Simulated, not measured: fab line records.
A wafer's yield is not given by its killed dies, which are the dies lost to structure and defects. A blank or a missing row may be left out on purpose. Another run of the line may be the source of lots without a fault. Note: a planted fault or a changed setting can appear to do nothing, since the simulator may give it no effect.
A lot that was struck, set against a sound lot / flow nand harc / 14 steps out of a route of 1302
Sound: wafers L438.1, L438.2, L438.4. Struck: wafer L439.2 (left out: L439.3, L439.6 of the same lot, which were not struck); the cause appears at the end.
Per side, at each step with rows, come the tool, then ch with its chambers, and then its first start. Under that, the readings that differ: sound wafers / struck wafers / difference of the means / sigmas: that difference in standard deviations of wafers without a fault.
alike: a reading whose means differ by less than 2 such deviations, as well as words and numbers matching on both sides. not compared: withheld readings; readings where some wafer has no value; bounds like >300 that might hide an equal value; numbers whose values overlap and for which the record gives no deviation.
A row with sigmas, a row that says differs or no value, or rows on one side alone: a step with any of these is where the two part. Numbers that don't overlap but have no deviation are shown without sigmas and don't part them. Lack of a reading on every wafer of one side parts them only where that side has two or more wafers.

first, 7 steps without rows for these wafers: NHARC_A_CONTACT_COAT_35 (time 65 s); NHARC_A_CONTACT_COAT_36 (resist thk 90 nm); NHARC_A_CONTACT_SOFTBAKE_37 (time 55 s); NHARC_A_CONTACT_EBR_38; NHARC_A_CONTACT_EXPOSE_39 (exposes mask A CC 3); NHARC_A_CONTACT_PEB_40 (peb time 65 s); NHARC_A_CONTACT_DEVELOP_41 (develop time 35 s).
NHARC_A_CONTACT_CD_MEAS_42: target cd 300 nm.
  sound on cd sem-03 ch 0, day 24 07:35; struck on cd sem-02 ch 0, day 23 10:46
  alike: cd nm
NHARC_A_CONTACT_OVL_MEAS_43:
  sound: overlay-01 at day 24 07:40; struck: overlay-01 at day 23 10:51
reading=overlay y nm (nm); sound=-2.8 -3.1 -2.5; struck=-0.5; difference=+2.3; sigmas=+3
  alike: overlay x nm
NHARC_A_CONTACT_INSPECT_44:
  sound: defect inspect-02 at day 24 07:42; struck: defect inspect-02 at day 23 10:53
  alike: raw defect count
NHARC_A_CONTACT_DESCUM_47: chemistry O2, time 3 s.
  sound on rie diel-02 ch 1,2,3, day 24 07:46; struck on rie diel-06 ch 1, day 23 10:57
reading=drypump motor current A (A); sound=6.0 6.2 6.5; struck=5.2; difference=-1.0; sigmas=-2
reading=rf hours counter h (h); sound=60 66 47; struck=5; difference=-53; sigmas=
reading=rf vpp V (V); sound=59.1 57.7 57.7; struck=56.0; difference=-2.2; sigmas=-2
  alike: oes product au, showerhead plenum p Torr, throttle valve pct
NHARC_A_CONTACT_ETCH_48: etches the open film in CF4, target depth 39 nm, time 65 s.
  sound on rie diel-02 ch 0,1,2, day 24 07:52; struck on rie diel-06 ch 2, day 23 11:02
reading=rf hours counter h (h); sound=60 66 60; struck=7; difference=-55; sigmas=
reading=run length s (s); sound=86.2 85.9 85.5; struck=87.3; difference=+1.4; sigmas=+3
  alike: drypump motor current A, oes product au, rf fwd power W, rf vpp V, showerhead plenum p Torr, throttle valve pct
NHARC_A_CONTACT_ETCH_49: etches the open film in N2/H2, target depth 260 nm, time 475.3 s.
  sound on rie diel-02 ch 0,2,3, day 24 07:56; struck on rie diel-06 ch 1, day 23 11:07
reading=rf hours counter h (h); sound=60 47 60; struck=5; difference=-51; sigmas=
reading=run length s (s); sound=495.9 496.4 496.5; struck=453.2; difference=-43.1; sigmas=-98
  alike: drypump motor current A, oes product au, rf vpp V, showerhead plenum p Torr, throttle valve pct
  not compared: rf fwd power W
NHARC_A_CONTACT_ETCH_50: etches the open film in CF4/CHF3, target depth 121 nm, time 60.5 s.
  sound: rie diel-02 ch 0,1,3; struck: rie diel-06 ch 1
reading=oes product au (a.u.); sound=0.931 0.926 0.928; struck=0.977; difference=+0.049; sigmas=+2
reading=rf hours counter h (h); sound=66 48 60; struck=6; difference=-52; sigmas=
  alike: drypump motor current A, rf fwd power W, rf vpp V, run length s, showerhead plenum p Torr, throttle valve pct

WHERE THEY PART
First at NHARC_A_CONTACT_OVL_MEAS_43; last, within this record, at NHARC_A_CONTACT_ETCH_50.

WHY: what had been put in by the simulator
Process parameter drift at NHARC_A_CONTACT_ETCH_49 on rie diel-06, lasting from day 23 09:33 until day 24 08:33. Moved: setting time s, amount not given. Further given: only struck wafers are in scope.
